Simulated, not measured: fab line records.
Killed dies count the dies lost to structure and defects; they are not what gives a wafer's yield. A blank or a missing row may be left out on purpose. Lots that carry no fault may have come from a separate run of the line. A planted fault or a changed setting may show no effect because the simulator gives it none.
A struck lot beside a sound one    flow nand harc    41 steps out of a route of 1302
Sound: the wafers L973.1, L973.4, L973.6. Struck: wafer L979.3 (left out: L979.2, L979.4 of the same lot, which were not struck); the cause appears at the end.
Per side, at each step with rows, come the tool, then ch with its chambers, and then its first start. Under that, the readings that differ: sound wafers    struck wafers    difference of the means    sigmas: that difference in standard deviations of wafers without a fault.
alike: words and numbers the same on both sides, and readings whose means are apart by under 2 such deviations; not compared: readings that were withheld, readings missing a value for some wafer, numbers with overlapping values and no deviation given by the record, and bounds like >300 which may hide the same value.
The two part at a step that has a row with sigmas, a row that says differs or no value, or rows on one side only. Numbers that don't overlap but have no deviation are shown without sigmas and don't part them. A reading that every wafer of one side lacks parts them only if that side has two wafers or more.

NHARC_A_M1_OVL_MEAS_10: pitch 240 nm.
  struck on overlay-02, day 28 13:03; sound on overlay-01, day 25 10:38
reading            sound        struck  difference  sigmas
overlay y nm (nm)  1.2 1.7 1.6  -1.2    -2.7        -2
  alike: overlay x nm
NHARC_A_M1_INSPECT_11:
  struck on defect inspect-01, day 28 13:05; sound on defect inspect-01, day 25 10:40
  alike: raw defect count
then, 3 steps without rows for these wafers: NHARC_A_M1_DESCUM_14 (chemistry O2, time 3 s); NHARC_A_M1_ETCH_35 (etches the open film in N2/H2, target depth 40 nm, overetch 12 nm, time 43.94 s); NHARC_A_M1_ETCH_15 (etches the open film in C4F8/Ar, target depth 182.5 nm, time 91.2 s).
NHARC_A_M1_CD_MEAS_16:
  struck on cd sem-01, day 28 13:28; sound on cd sem-02, day 25 11:02
  alike: cd nm
NHARC_A_M1_STRIP_18: strips in N2/H2.
  sound on rie diel-12 ch 0,1, day 25 11:07; struck on rie diel-13 ch 2, day 28 13:33
reading                          sound           struck  difference  sigmas
showerhead plenum p Torr (Torr)  2.08 2.14 2.14  1.91    -0.21       -2
  alike: drypump motor current A, oes product au, rf fwd power W, rf vpp V, throttle valve pct
  not compared: rf hours counter h
then, 4 steps without rows for these wafers: NHARC_A_M1_ETCH_28 (etches the open film in CF4/N2, target depth 30 nm, time 72.99 s); NHARC_A_M1_STRIP_19 (strips in post etch residue remover, time 600 s); NHARC_A_M1_DEGAS_29 (time 60 s); NHARC_A_M1_PRE_CLEAN_30 (time 30 s).
NHARC_A_M1_PVD_20: deposits TaN, target thk 5 nm, time 8.06 s.
  sound on pvd sputter-02; struck on pvd sputter-03
  alike: throttle valve pct
NHARC_A_M1_PVD_21: deposits Cu, target thk 30 nm, time 20.49 s.
  struck on pvd sputter-03, day 28 14:23; sound on pvd sputter-02, day 25 11:59
  alike: throttle valve pct
then, 1 step without rows for these wafers: NHARC_A_M1_ECD_22 (material Cu, target thk 400 nm).
NHARC_A_M1_ANNEAL_31: time 90 s.
  sound on rtp anneal-02 ch 0, day 25 12:31; struck on rtp anneal-01 ch 0, day 28 14:57
  alike: wafer_temp_C_max
NHARC_A_M1_CMP_23: polishes, t overpolish 20 s, target thk 154.34 nm.
  sound on cmp-04 ch 0,2, day 25 12:53; struck on cmp-04 ch 0, day 28 15:16
  alike: motor current A, time to endpoint s
after that, 1 step had no rows for these wafers: NHARC_A_M1_SRD_25.
NHARC_A_M1_INSPECT_27:
  struck on defect inspect-02, day 28 15:45; sound on defect inspect-01, day 25 13:19
  alike: raw defect count
then, 2 steps without rows for these wafers: NHARC_A_M1_PRE_CLEAN_32 (time 12 s); NHARC_A_M1_DEP_33 (deposits SiCN, target thk 30 nm).
NHARC_A_BONDPAD_DEP_00: deposits SiCN, target thk 250 nm.
  the record has rows for the sound wafers here (pecvd-04 ch 0,1) and none for the struck ones
then, 1 step without rows for these wafers: NHARC_A_BONDPAD_CMP_29 (polishes SiCN, target thk 200 nm).
NHARC_A_BONDPAD_THK_MEAS_30: measures by ellipsometry.
  rows exist in the record for the sound wafers here (film metro-02, day 25 14:41), none for the struck ones
then, 10 steps without rows for these wafers: NHARC_A_BONDPAD_SRD_31; NHARC_A_BONDPAD_DEHYDRATE_01 (time 120 s); NHARC_A_BONDPAD_HMDS_02 (time 30 s); NHARC_A_BONDPAD_COAT_33 (time 65 s); NHARC_A_BONDPAD_COAT_03 (resist thk 600 nm); NHARC_A_BONDPAD_SOFTBAKE_04 (time 70 s); NHARC_A_BONDPAD_EBR_05; NHARC_A_BONDPAD_EXPOSE_06 (exposes mask A BPAD); NHARC_A_BONDPAD_PEB_07 (peb time 80 s); NHARC_A_BONDPAD_DEVELOP_08 (time 50 s).
NHARC_A_BONDPAD_CD_MEAS_09: the cd target is 500 nm.
  the record has rows for the sound wafers here (cd sem-03 ch 0, day 25 15:15) and none for the struck ones
NHARC_A_BONDPAD_OVL_MEAS_35:
  rows exist in the record for the sound wafers here (overlay-02, day 25 15:20), none for the struck ones
then, 4 steps without rows for these wafers: NHARC_A_BONDPAD_HARDBAKE_10 (time 65 s); NHARC_A_BONDPAD_DESCUM_11 (chemistry O2, time 3 s); NHARC_A_BONDPAD_ETCH_34 (etches the open film in N2/H2, target depth 60 nm, overetch 18 nm, time 65.91 s); NHARC_A_BONDPAD_ETCH_12 (etches the open film in CHF3/O2, target depth 220 nm, time 110 s).
NHARC_A_BONDPAD_CD_MEAS_13:
  rows exist in the record for the sound wafers here (cd sem-01, day 25 15:47), none for the struck ones
NHARC_END_SORT_01:
  at this point the record logs the struck wafers (prober-01 ch 0, day 30 04:48) and has no rows for the sound ones

== WHERE THEY PART ==
Last at NHARC_END_SORT_01 as far as this record goes, first at NHARC_A_M1_OVL_MEAS_10.

WHY: whatever the simulator had introduced
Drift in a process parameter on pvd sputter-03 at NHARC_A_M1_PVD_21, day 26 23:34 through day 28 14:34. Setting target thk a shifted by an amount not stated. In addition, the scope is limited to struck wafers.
